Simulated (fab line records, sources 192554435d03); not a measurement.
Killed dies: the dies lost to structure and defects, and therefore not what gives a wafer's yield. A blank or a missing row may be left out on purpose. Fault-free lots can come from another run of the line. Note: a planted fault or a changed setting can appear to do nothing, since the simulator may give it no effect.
Struck lot and sound lot, side by side | flow n5-finfet | 15 steps out of a route of 1938
Sound: the wafers L971.4, L971.5, L971.6. Struck: wafer L973.2 (L973.3, L973.6, from the same lot, were not struck and are left out); the cause is given at the end.
For every step that has rows: the tool of each side, followed by ch and its chambers, followed by its first start. Under that, the readings that differ: sound wafers | struck wafers | difference of the means | sigmas: that difference in standard deviations of wafers without a fault.
alike: same words and numbers on both sides, and readings whose means sit less than 2 such deviations apart. not compared: any withheld reading, any reading some wafer has no value for, any bound like >300 that may hide the same value, and any number with overlapping values for which the record gives no deviation.
A row with sigmas, a row that says differs or no value, or rows on one side alone: a step with any of these is where the two part. Non-overlapping numbers with no deviation appear without sigmas and do not part them. Lack of a reading on every wafer of one side parts them only where that side has two or more wafers.

first, 7 steps without rows for these wafers: N5_BEOL_M11_COAT_64 (time 60 s, resist thk 30 nm); N5_BEOL_M11_COAT_22 (resist thk 90 nm); N5_BEOL_M11_EBR_24; N5_BEOL_M11_SOFTBAKE_23 (time 60 s); N5_BEOL_M11_EXPOSE_25 (exposes mask V10); N5_BEOL_M11_PEB_26 (peb time 60 s); N5_BEOL_M11_DEVELOP_27 (develop time 30 s).
N5_BEOL_M11_CD_MEAS_28: target cd 70 nm.
  sound on cd-sem-03 ch 0, day 14 21:40; struck on cd-sem-01 ch 0, day 15 12:08
  alike: cd-nm
N5_BEOL_M11_OVL_MEAS_29:
  sound on overlay-01 ch 0, day 14 21:42; struck on overlay-02 ch 0, day 15 12:10
  alike: V10_OVL
N5_BEOL_M11_INSPECT_30: inspects for defects (brightfield).
  sound on defect-inspect-01, day 14 21:43; struck on defect-inspect-02, day 15 12:12
  reading          | sound       | struck | difference | sigmas
  raw-defect-count | 510 522 381 | 207    | -264       | -3
N5_BEOL_M11_DESCUM_33: chemistry O2, time 7.9 s.
  sound on rie-diel-06 ch 1,2,3, day 14 21:46; struck on rie-diel-02 ch 3, day 15 12:14
  reading                | sound | struck | difference                   | sigmas
  rf-hours-counter-h (h) | - - - | 66     | no value on the sound wafers |
  alike: drypump-motor-current-A, oes-product-au, rf-vpp-V, showerhead-plenum-p-Torr, throttle-valve-pct
N5_BEOL_M11_ETCH_65: etches SiARC in CF4, target depth 39 nm, time 65 s.
  sound on rie-diel-06 ch 1,2,3, day 14 21:49; struck on rie-diel-02 ch 3, day 15 12:16
  reading                | sound          | struck | difference                   | sigmas
  etch-rf-on-time-s (s)  | 66.4 65.9 65.0 | 63.1   | -2.7                         | -2
  rf-hours-counter-h (h) | - - -          | 66     | no value on the sound wafers |
  alike: drypump-motor-current-A, mfc-ar-sccm, oes-product-au, rf-vpp-V, showerhead-plenum-p-Torr, throttle-valve-pct
N5_BEOL_M11_ETCH_66: etches SOC in N2/H2, target depth 120 nm, overetch 24 nm, time 180 s.
  sound on rie-diel-06 ch 1,2,3, day 14 21:54; struck on rie-diel-02 ch 3, day 15 12:19
  reading                                     | sound             | struck | difference                   | sigmas
  rf-hours-counter-h (h)                      | - - -             | 66     | no value on the sound wafers |
  run-length-s (s)                            | 202.7 204.1 203.6 | 274.6  | +71.1                        | +99 or more
  model.SiARC_of_BEOL_M11_COAT_64.thk-nm (nm) | 22.8 22.8 22.6    | 19.6   | -3.1                         |
  alike: drypump-motor-current-A, oes-product-au, rf-vpp-V, showerhead-plenum-p-Torr, throttle-valve-pct
then, 1 step without rows for these wafers: N5_BEOL_M11_STRIP_69 (strips in N2/H2).
N5_PASSIVATION_PROBE_49:
  sound wafers here have rows in the record (prober-01, day 16 18:47); struck ones have none

== WHERE THEY PART ==
Last at N5_PASSIVATION_PROBE_49 as far as this record goes, first at N5_BEOL_M11_INSPECT_30.

WHY: what the simulator had put in
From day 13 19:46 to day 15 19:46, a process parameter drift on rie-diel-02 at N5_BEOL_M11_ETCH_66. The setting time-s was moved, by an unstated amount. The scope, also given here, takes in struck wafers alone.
